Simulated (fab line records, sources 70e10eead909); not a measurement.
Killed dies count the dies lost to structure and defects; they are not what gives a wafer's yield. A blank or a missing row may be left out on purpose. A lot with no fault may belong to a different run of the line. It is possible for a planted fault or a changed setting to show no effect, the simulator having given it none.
Which tool was responsible? || flow nand-harc || 6 lots with 18 wafers sampled at 3 steps, on a route of 1159 steps

## WHAT EACH GAUGE READ, for each wafer
NHARC_END_SORT_01.
{"lot": "L946", "measured": "day 22 08:06", "on": "prober-01", "killed-at-periphery": "1 1 3"}
{"lot": "L950", "measured": "day 23 12:40", "on": "prober-02", "killed-at-periphery": "4 3 1"}

## EACH LOT AND THE TOOL THAT RAN IT (in order: tool; ch and the chambers of the sampled wafers; start)
{"lot": "L933", "NHARC_P_BONDPAD_PVD_27": "pvd-sputter-03, day 7 02:23", "NHARC_A_BONDPAD_ETCH_34": "rie-diel-12 ch 2,3, day 18 14:05"}
{"lot": "L946", "NHARC_P_BONDPAD_PVD_27": "pvd-sputter-02, day 9 16:33", "NHARC_A_BONDPAD_ETCH_34": "rie-diel-12 ch 0,2, day 20 22:25"}
{"lot": "L947", "NHARC_P_BONDPAD_PVD_27": "pvd-sputter-03, day 10 08:38", "NHARC_A_BONDPAD_ETCH_34": "rie-diel-12 ch 0,3, day 21 14:30"}
{"lot": "L950", "NHARC_P_BONDPAD_PVD_27": "pvd-sputter-01, day 10 19:26", "NHARC_A_BONDPAD_ETCH_34": "rie-diel-12 ch 1,2,3, day 22 10:06"}
{"lot": "L952", "NHARC_P_BONDPAD_PVD_27": "pvd-sputter-01, day 11 10:46", "NHARC_A_BONDPAD_ETCH_34": "rie-diel-09 ch 0,1,3, day 23 05:27"}
{"lot": "L954", "NHARC_P_BONDPAD_PVD_27": "pvd-sputter-03, day 11 21:18", "NHARC_A_BONDPAD_ETCH_34": "rie-diel-12 ch 0,1,3, day 23 08:18"}
- NHARC_P_BONDPAD_PVD_27: deposits Cu, target thk 30 nm, time 20.49 s.
- NHARC_A_BONDPAD_ETCH_34: etches the open film in N2/H2, target depth 60 nm, overetch 18 nm, time 65.91 s.

## THE ANSWER, worked out from the rows above alone
Rule: the lots themselves supply what counts as usual. The widest of any qualifying gaps counts: lots, ordered by their means at a reading, are off when they make up no more than a third of the lots, leave a main group of 4 or more, and stand apart from it by 3 or more times the standard deviation of that group's means. Not used: any main group whose means are identical at the precision the tables above print for the reading. Also off: a lot with no number at a reading for which 4 or more lots have one. The other lots that the step has rows for count as sound.
Nothing can be told from this: no lot is off at any reading shown.

## WHAT THE SIMULATOR HAD INSERTED
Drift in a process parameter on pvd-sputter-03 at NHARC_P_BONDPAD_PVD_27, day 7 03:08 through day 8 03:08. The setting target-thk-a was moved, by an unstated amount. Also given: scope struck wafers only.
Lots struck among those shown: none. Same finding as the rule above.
